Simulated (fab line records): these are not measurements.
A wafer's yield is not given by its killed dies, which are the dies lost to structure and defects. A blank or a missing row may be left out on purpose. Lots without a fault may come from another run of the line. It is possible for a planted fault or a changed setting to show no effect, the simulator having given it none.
Split-lot experiment | flow n5-finfet | 7 lots, 39 wafers read, on a route of 1938 steps

== THE SPLIT ==
At N5_DUMMY_GATE_ETCH_37 (etches SOC in N2/H2, target depth 60 nm, overetch 30 nm), the setting source-w was moved away from the recipe's 840 W on 9 of the 39 wafers read, by -9.0% to +11.5%. For the rest of the wafers, this setting stayed at what the recipe calls for.

Reading taken at the split's own step.

== THE READING ==
rf-vpp-V, in V, at N5_DUMMY_GATE_ETCH_37 (etches SOC in N2/H2, target depth 60 nm, overetch 30 nm). Typical for fault-free wafers on this fab line: 524.0 V, with standard deviation 2.4 V.

wafer  | tool, chamber at the split | source-w as run, W | against the recipe | rf-vpp-V, V | against lot-mates on the recipe
L074.1 | rie-diel-04, 0             | 840                | recipe             | 519.3       | -
L074.2 | rie-diel-04, 1             | 840                | recipe             | 523.6       | -
L074.3 | rie-diel-04, 2             | 840                | recipe             | 527.2       | -
L074.4 | rie-diel-04, 3             | 840                | recipe             | 522.8       | -
L074.5 | rie-diel-04, 2             | 840                | recipe             | 528.3       | -
L074.6 | rie-diel-04, 3             | 840                | recipe             | 522.8       | -
L076.1 | rie-diel-01, 2             | 840                | recipe             | 522.3       | -
L076.4 | rie-diel-01, 1             | 840                | recipe             | 526.0       | -
L076.6 | rie-diel-01, 1             | 840                | recipe             | 525.3       | -
L079.1 | rie-diel-04, 1             | 764.8              | -9.0%              | 540.0       | +16.3
L079.2 | rie-diel-04, 2             | 840                | recipe             | 527.6       | -
L079.3 | rie-diel-04, 0             | 840                | recipe             | 521.7       | -
L079.4 | rie-diel-04, 3             | 764.8              | -9.0%              | 539.6       | +15.9
L079.5 | rie-diel-04, 1             | 840                | recipe             | 521.7       | -
L079.6 | rie-diel-04, 0             | 764.8              | -9.0%              | 537.5       | +13.8
L082.1 | rie-diel-04, 3             | 840                | recipe             | 523.0       | -
L082.2 | rie-diel-04, 1             | 936.7              | +11.5%             | 504.7       | -21.2
L082.3 | rie-diel-04, 2             | 840                | recipe             | 527.7       | -
L082.4 | rie-diel-04, 0             | 936.7              | +11.5%             | 502.5       | -23.4
L082.5 | rie-diel-04, 2             | 840                | recipe             | 526.9       | -
L082.6 | rie-diel-04, 1             | 936.7              | +11.5%             | 504.6       | -21.3
L091.1 | rie-diel-01, 3             | 840                | recipe             | 522.7       | -
L091.2 | rie-diel-01, 2             | 840                | recipe             | 523.2       | -
L091.3 | rie-diel-01, 0             | 840                | recipe             | 525.9       | -
L091.4 | rie-diel-01, 1             | 840                | recipe             | 525.7       | -
L091.5 | rie-diel-01, 0             | 840                | recipe             | 526.2       | -
L091.6 | rie-diel-01, 3             | 840                | recipe             | 520.5       | -
L093.1 | rie-diel-04, 3             | 840                | recipe             | 522.9       | -
L093.2 | rie-diel-04, 2             | 907.7              | +8.1%              | 512.8       | -10.5
L093.3 | rie-diel-04, 0             | 840                | recipe             | 520.7       | -
L093.4 | rie-diel-04, 2             | 840                | recipe             | 526.2       | -
L093.5 | rie-diel-04, 0             | 907.7              | +8.1%              | 507.1       | -16.2
L093.6 | rie-diel-04, 3             | 907.7              | +8.1%              | 510.0       | -13.3
L096.1 | rie-diel-03, 2             | 840                | recipe             | 520.1       | -
L096.2 | rie-diel-03, 1             | 840                | recipe             | 524.0       | -
L096.3 | rie-diel-03, 0             | 840                | recipe             | 527.8       | -
L096.4 | rie-diel-03, 3             | 840                | recipe             | 526.2       | -
L096.5 | rie-diel-03, 2             | 840                | recipe             | 521.9       | -
L096.6 | rie-diel-03, 3             | 840                | recipe             | 527.5       | -

FIT RESULTS
A straight line over all 39 wafers: rf-vpp-V changes by -1.73 V for each +1% of source-w; r = -0.96; the points scatter about the line by 2.5 V.
The same after taking each lot's own level away (the mean of its wafers on the recipe; 39 wafers): -1.79 V for each +1%; r = -0.96; scatter 2.4 V.
That fit puts the effect of the largest move of source-w on the reading at 21 V.
The span of the lots' own levels, 523.27 to 525.87 V, comes to 1.1 times the standard deviation stated above.
The two slopes agree, so the slope changes little with the lot-to-lot level.
Check: for one of the wafers moved furthest among these (+11.5%), held out of the fit, the line's prediction against its lot-mates is -20.6 V. Against them it came out at -21.2 V.
Tool readings at the split's step, against how far the setting was moved: rf-vpp-V r = -0.96.

== THESE WAFERS: OTHER SPLITS ==
These wafers also went through other splits before the reading. Each is held against what the fit with the lots' levels taken away leaves over:
other split on the same wafers | wafers away from the commonest value | r with rf-vpp-V (lot level and that fit taken away)
N5_FIN_CUT_ETCH_21 time-s      | 9                                    | +0.07

== THE FILE'S OWN FIT ==
rf-vpp-V changes by -1.79 V for each +1% of source-w, r = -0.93.
